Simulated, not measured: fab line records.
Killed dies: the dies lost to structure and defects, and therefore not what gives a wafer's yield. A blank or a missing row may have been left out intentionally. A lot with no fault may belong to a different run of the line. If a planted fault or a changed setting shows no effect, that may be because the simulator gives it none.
A lot that was struck, set against a sound lot -- flow n5Finfet -- 19 steps out of a route of 1938
Sound: the wafers L557.2, L557.3, L557.5. The struck wafers were L543.1, L543.3, L543.5. The cause comes at the end.
At each step with rows: each side's tool, then ch and its chambers, then its first start. Under that, the readings that differ: sound wafers -- struck wafers -- difference of the means -- sigmas: that difference in standard deviations of wafers without a fault.
alike: words and numbers the same on both sides, and readings whose means are apart by under 2 such deviations; not compared: readings that were withheld, readings missing a value for some wafer, numbers with overlapping values and no deviation given by the record, and bounds like >300 which may hide the same value.
The two part at a step that has a row with sigmas, a row that says differs or no value, or rows on one side only. Non-overlapping numbers with no deviation appear without sigmas and do not part them. A reading missing from all wafers of one side parts the sides only when that side holds two or more wafers.

first, 9 steps without rows for these wafers: N5_SDB_EBR_07; N5_SDB_SOFTBAKE_06 (time 60 s); N5_SDB_EXPOSE_08 (exposes mask SDB); N5_SDB_PEB_09 (peb time 60 s); N5_SDB_DEVELOP_10 (develop time 30 s); N5_SDB_DESCUM_16 (chemistry O2, time 7.9 s); N5_SDB_ETCH_17 (etches SiARC in CF4, target depth 23.4 nm, time 39 s); N5_SDB_ETCH_18 (etches SOC in N2/H2, target depth 100 nm, overetch 20 nm, time 150 s); N5_SDB_STRIP_19 (strips in N2/H2).
N5_SDB_STRIP_21: strips in CF4.
  sound on rieDiel-01 ch 2,3, day 8 17:09; struck on rieDiel-03 ch 0,1,3, day 5 08:17
  no value came back on the struck wafers for any of 7 readings (biasPowerW (W), cf4FlowSccm (sccm) and others); on the sound wafers biasPowerW (W) reads 74.91 75.11 74.91
reading,sound,struck,difference,sigmas
model.SiARC_of_SDB_COAT_04.thkNm (nm),0 0 0,13 12.8 12.8,+13,
  not compared: rfHoursCounterH
then, 1 step without rows for these wafers: N5_SDB_HM_OPEN_20 (chemistry CH3F/O2, target SiNx, stops on poly-Si, target depth 24 nm).
N5_SDB_STRIP_22: strips in N2/H2.
  sound on plasmaAsher-01 ch 0,1, day 8 17:15; struck on plasmaAsher-02 ch 0,1, day 5 08:23
reading,sound,struck,difference,sigmas
oesProductAu (a.u.),0.716 0.717 0.717,- - -,no value on the struck wafers,
stripTimeToEndpointS (s),96.0 95.7 95.8,180.5 180.6 180.4,+84.7,+99 or more
model.SOC_of_SDB_COAT_03.thkNm (nm),0 0 0,84 84.2 84,+84,
  alike: drypumpMotorCurrentA, h2FlowSccm, heaterPowerW
  not compared: rfHoursCounterH
then, 2 steps without rows for these wafers: N5_SDB_PRECLEAN_23 (cleans in dHF, time 30 s); N5_SDB_DUMMY_REMOVE_24 (chemistry TMAH, target poly-Si, stops on SiO2, target depth 142 nm, time 57 s, rinse time 30 s).
N5_SDB_ETCH_25: etches SiO2 in C4F6/O2, target depth 10 nm, time 3.3 s.
  sound on rieDiel-03 ch 0,1, day 8 17:28; struck on rieDiel-01 ch 0,1, day 5 08:36
reading,sound,struck,difference,sigmas
model.SiARC_of_SDB_COAT_04.thkNm (nm),0 0 0,5.8 5.8 5.6,+5.7,
  alike: drypumpMotorCurrentA, oesProductAu, rfVppV, showerheadPlenumPTorr, throttleValvePct
  not compared: rfHoursCounterH
N5_SDB_CUT_ETCH_26: etches Si in HBr/Cl2/O2, target depth 129.6 nm, bt time 20 s, time 51.8 s.
  sound on rieSi-02 ch 0,3, day 8 17:33; struck on rieSi-01 ch 0,3, day 5 08:41
reading,sound,struck,difference,sigmas
drypumpMotorCurrentA (A),5.1 5.8 5.8,6.7 6.0 6.7,+0.9,+2
model.SOC_of_SDB_COAT_03.thkNm (nm),0 0 0,65.8 65.8 64.4,+65.3,
  alike: oesProductAu, throttleValvePct
  not compared: rfHoursCounterH
then, 1 step without rows for these wafers: N5_SDB_PRECLEAN_38 (cleans in dHF, time 10 s).
N5_BEOL_M4_RC_MEAS_101:
  the record has rows for the sound wafers here (prober-02 ch 0, day 13 12:44) and none for the struck ones
-- a jump in the record: the struck wafers' starts before and after are 10 days apart (it breaks off in module BEOL_M4 and resumes in module PASSIVATION, where the first step shown is number 1936 of the route) --
N5_PASSIVATION_PROBE_49:
  sound on prober-02, day 18 00:28; struck on prober-01, day 15 04:39
reading,sound,struck,difference,sigmas
defectLimitedYield (%),89.8 89.3 89.5,0 0 0,-90,-64
killedAtFrontEnd,55 65 35,1107 1141 1107,+1067,+97
killedDies,120 126 124,1180 1180 1180,+1057,+66
killedOnRim,14 15 17,152 152 152,+137,+37
sort_bin_5_function (%),6.1 6.6 6.4,96.7 96.3 96.2,+90.0,+99 or more
sortNPass,1060 1054 1056,0 0 0,-1057,-66
sortYieldPct (%),89.8 89.3 89.5,0 0 0,-90,-64
  alike: killed_at_M0_to_M3, killed_at_M4_up, killedAtContacts, killedAtOther, killedOpen, killedShort, sort_bin_6_memory

WHERE THEY PART
Earliest at N5_SDB_STRIP_21; latest, in this record, at N5_PASSIVATION_PROBE_49.

WHY: what had been put in by the simulator
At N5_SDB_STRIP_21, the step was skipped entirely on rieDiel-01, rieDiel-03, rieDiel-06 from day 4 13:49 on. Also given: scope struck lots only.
